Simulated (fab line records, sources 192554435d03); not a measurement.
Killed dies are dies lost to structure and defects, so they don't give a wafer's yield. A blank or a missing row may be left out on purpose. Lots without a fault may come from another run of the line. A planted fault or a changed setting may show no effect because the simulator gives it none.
Chamber matching | flow n5_finfet | N5_BEOL_M2_ETCH_69 on rie_diel-03: 4 sister chambers
The step etches SiARC in CF4, target depth 15.6 nm, time 26 s. 22 wafers are shown with their chamber, then 11 later ones without.

WAFERS WITH THEIR CHAMBER
wafer  | chamber | drypump_motor_current_A (A) | showerhead_plenum_p_Torr (Torr) | throttle_valve_pct (%)
L076.3 | 2       | 6.8                         | 2.18                            | 15.70
L076.4 | 3       | 5.6                         | 2.20                            | 16.16
L076.6 | 1       | 6.5                         | 2.18                            | 15.34
L082.1 | 1       | 6.5                         | 2.17                            | 15.38
L082.3 | 3       | 5.6                         | 2.20                            | 16.19
L082.4 | 2       | 6.7                         | 2.18                            | 15.74
L083.2 | 2       | 6.7                         | 2.18                            | 15.72
L083.3 | 1       | 6.5                         | 2.17                            | 15.38
L083.6 | 1       | 6.5                         | 2.17                            | 15.37
L087.1 | 1       | 6.5                         | 2.17                            | 15.40
L087.2 | 2       | 6.7                         | 2.17                            | 15.77
L087.5 | 0       | 6.0                         | 2.08                            | 15.67
L086.2 | 2       | 6.7                         | 2.17                            | 15.77
L086.4 | 2       | 6.7                         | 2.17                            | 15.75
L086.5 | 1       | 6.5                         | 2.17                            | 15.40
L089.2 | 1       | 6.5                         | 2.17                            | 15.39
L089.3 | 0       | 6.0                         | 2.08                            | 15.68
L089.5 | 2       | 6.7                         | 2.17                            | 15.75
L090.2 | 1       | 6.5                         | 2.17                            | 15.38
L090.4 | 1       | 6.5                         | 2.17                            | 15.38
L090.6 | 0       | 6.0                         | 2.08                            | 15.68
L088.2 | 1       | 6.5                         | 2.17                            | 15.40

SIGNATURES (means of the wafers above)
reading                  | chamber 0 | chamber 1 | chamber 2 | chamber 3 | scatter within a chamber
drypump_motor_current_A  | 6.000     | 6.500     | 6.714     | 5.600     | 0.0218
showerhead_plenum_p_Torr | 2.0800    | 2.1710    | 2.1743    | 2.2000    | 0.00381
throttle_valve_pct       | 15.6767   | 15.3820   | 15.7429   | 16.1750   | 0.0203
Rule: a wafer's distance from a chamber is the root of the sum, over the readings, of the square of ((its reading less the chamber's mean) divided by the reading's scatter). The wafer belongs to the nearest chamber; if the next one is less than 2 further off, it can't be placed. The scatter: the root of (the sum of the squares of (reading less its chamber's mean) over the shown wafers, divided by (wafers less chambers)).

WAFERS WITHOUT THEIR CHAMBER
wafer  | drypump_motor_current_A (A) | showerhead_plenum_p_Torr (Torr) | throttle_valve_pct (%)
L088.3 | 6.7                         | 2.17                            | 15.76
L088.6 | 6.4                         | 2.17                            | 15.39
L091.2 | 6.0                         | 2.08                            | 15.68
L091.5 | 6.8                         | 2.17                            | 15.74
L091.6 | 6.5                         | 2.17                            | 15.40
L093.2 | 5.6                         | 2.20                            | 15.69
L093.4 | 6.7                         | 2.17                            | 15.77
L093.6 | 6.7                         | 2.17                            | 15.77
L094.1 | 6.7                         | 2.17                            | 15.79
L094.3 | 6.0                         | 2.08                            | 15.67
L094.4 | 5.6                         | 2.20                            | 15.69

WHICH CHAMBER EACH WENT THROUGH
wafer  | from the rows above | in truth
L088.3 | 2                   | 2
L088.6 | 1                   | 1
L091.2 | 0                   | 0
L091.5 | 2                   | 2
L091.6 | 1                   | 1
L093.2 | 3                   | 3
L093.4 | 2                   | 2
L093.6 | 2                   | 2
L094.1 | 2                   | 2
L094.3 | 0                   | 0
L094.4 | 3                   | 3
Placed correctly: 11 of 11. Can't be placed from these rows: 0. Placed wrongly: 0.
